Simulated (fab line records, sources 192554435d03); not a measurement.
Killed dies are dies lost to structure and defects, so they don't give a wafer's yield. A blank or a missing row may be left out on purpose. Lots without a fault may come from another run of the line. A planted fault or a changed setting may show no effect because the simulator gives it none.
Split-lot experiment | flow n5_finfet | 7 lots, 21 wafers read, on a route of 1938 steps

THE SPLIT
At N5_BEOL_M4_DESCUM_16 (chemistry O2, time 7 s), the setting time_s was moved away from the recipe's 7 s on 5 of the 21 wafers read, by -17.7% to +6.9%. The other wafers ran this setting at the recipe's value.

The file shows no step between the split and the reading.

THE READING
CAR-EUV_of_BEOL_M4_COAT_05.thk_nm (the simulator's own value, which no gauge read), in nm, at N5_BEOL_M4_ETCH_74 (etches underlayer in N2/H2, target depth 6.5 nm, time 5.2 s). The file gives no usual value for it. The 16 wafers here that ran the recipe average 20.4 nm, standard deviation 0.11 nm.

wafer  | tool, chamber at the split | time_s as run, s | against the recipe | CAR-EUV_of_BEOL_M4_COAT_05.thk_nm, nm | against lot-mates on the recipe
L081.1 | rie_diel-04, 1             | 7.483            | +6.9%              | 20.2                                  | -0.3
L081.2 | rie_diel-04, 0,1           | 7                | recipe             | 20.4                                  | -
L081.6 | rie_diel-04, 0,1           | 7                | recipe             | 20.6                                  | -
L083.1 | rie_diel-03, 0,3           | 7                | recipe             | 20.4                                  | -
L083.2 | rie_diel-03, 0,3           | 7                | recipe             | 20.4                                  | -
L083.4 | rie_diel-03, 1             | 5.761            | -17.7%             | 21                                    | +0.6
L088.1 | rie_diel-05, 0,3           | 7                | recipe             | 20.4                                  | -
L088.5 | rie_diel-05, 0,3           | 7                | recipe             | 20.6                                  | -
L088.6 | rie_diel-05, 2             | 6.564            | -6.2%              | 20.8                                  | +0.3
L090.2 | rie_diel-05, 3             | 7                | recipe             | 20.6                                  | -
L090.4 | rie_diel-05, 2,0           | 7                | recipe             | 20.6                                  | -
L090.3 | rie_diel-05, 2,0           | 7                | recipe             | 20.4                                  | -
L091.2 | rie_diel-03, 3             | 7                | recipe             | 20.2                                  | -
L091.3 | rie_diel-03, 0             | 6.168            | -11.9%             | 20.6                                  | +0.4
L091.5 | rie_diel-03, 3             | 6.168            | -11.9%             | 20.6                                  | +0.4
L093.2 | rie_diel-03, 1,3,2         | 7                | recipe             | 20.4                                  | -
L093.3 | rie_diel-03, 1,3,2         | 7                | recipe             | 20.4                                  | -
L093.4 | rie_diel-03, 1,3,2         | 7                | recipe             | 20.4                                  | -
L092.3 | rie_diel-04, 3,0,1         | 7                | recipe             | 20.4                                  | -
L092.4 | rie_diel-04, 3,0,1         | 7                | recipe             | 20.4                                  | -
L092.6 | rie_diel-04, 3,0,1         | 7                | recipe             | 20.4                                  | -
Where a row lists several chambers, the file gives one row for several wafers and doesn't say which wafer went through which chamber.

THE FIT
A straight line over all 21 wafers: CAR-EUV_of_BEOL_M4_COAT_05.thk_nm changes by -0.0261 nm for each +1% of time_s; r = -0.77; the points scatter about the line by 0.12 nm.
The same after taking each lot's own level away (the mean of its wafers on the recipe; 21 wafers): -0.0354 nm for each +1%; r = -0.95; scatter 0.064 nm.
On that fit, the largest move of time_s shifts the reading by 0.63 nm.
The lots' own levels span 20.20 to 20.53 nm, that is 3.2 times the standard deviation above.
So the lot-to-lot level blurs the effect unless lot-mates are compared.
Check: with one of the wafers moved furthest among these (-17.7%) left out of the fit, the line predicts +0.645 nm for it against its lot-mates. It came out at +0.6 nm against them.

OTHER SPLITS ON THESE WAFERS
These wafers also went through other splits before the reading. Each is held against what the fit with the lots' levels taken away leaves over:
other split on the same wafers     | wafers away from the commonest value | r with CAR-EUV_of_BEOL_M4_COAT_05.thk_nm (lot level and that fit taken away)
N5_BEOL_M0_CUTY_DESCUM_61 time_s   | 11                                   | +0.07
N5_BEOL_M1_TRENCH_ETCH_37 source_w | 4                                    | +0.02
N5_BEOL_M2_COAT_05 spin_rpm        | 6                                    | -0.03
N5_BEOL_M3_ILD_DEP_00 time_s       | 7                                    | +0.19
N5_BEOL_M3_TRENCH_ETCH_37 bias_w   | 6                                    | +0.42
N5_BEOL_M3_ETCH_41 target_depth_a  | 8                                    | +0.11
N5_BEOL_M4_COAT_62 spin_rpm        | 7                                    | -0.05

THE WHOLE CHAIN: every reading that the file lists as answering this split, in the file's order
step                 | what it does                                                | reading                                                                            | change (the file's fit)                | r (the file's)
N5_BEOL_M4_DESCUM_16 | chemistry O2, time 7 s                                      | CAR-EUV_of_BEOL_M4_COAT_05.thk_nm (the simulator's own value, which no gauge read) | -0.0311 nm for each +1% of the setting | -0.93
N5_BEOL_M4_ETCH_74   | etches underlayer in N2/H2, target depth 6.5 nm, time 5.2 s | CAR-EUV_of_BEOL_M4_COAT_05.thk_nm (the simulator's own value, which no gauge read) | -0.0357 nm for each +1% of the setting | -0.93

THE FILE'S OWN FIT
CAR-EUV_of_BEOL_M4_COAT_05.thk_nm changes by -0.0357 nm for each +1% of time_s, r = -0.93.
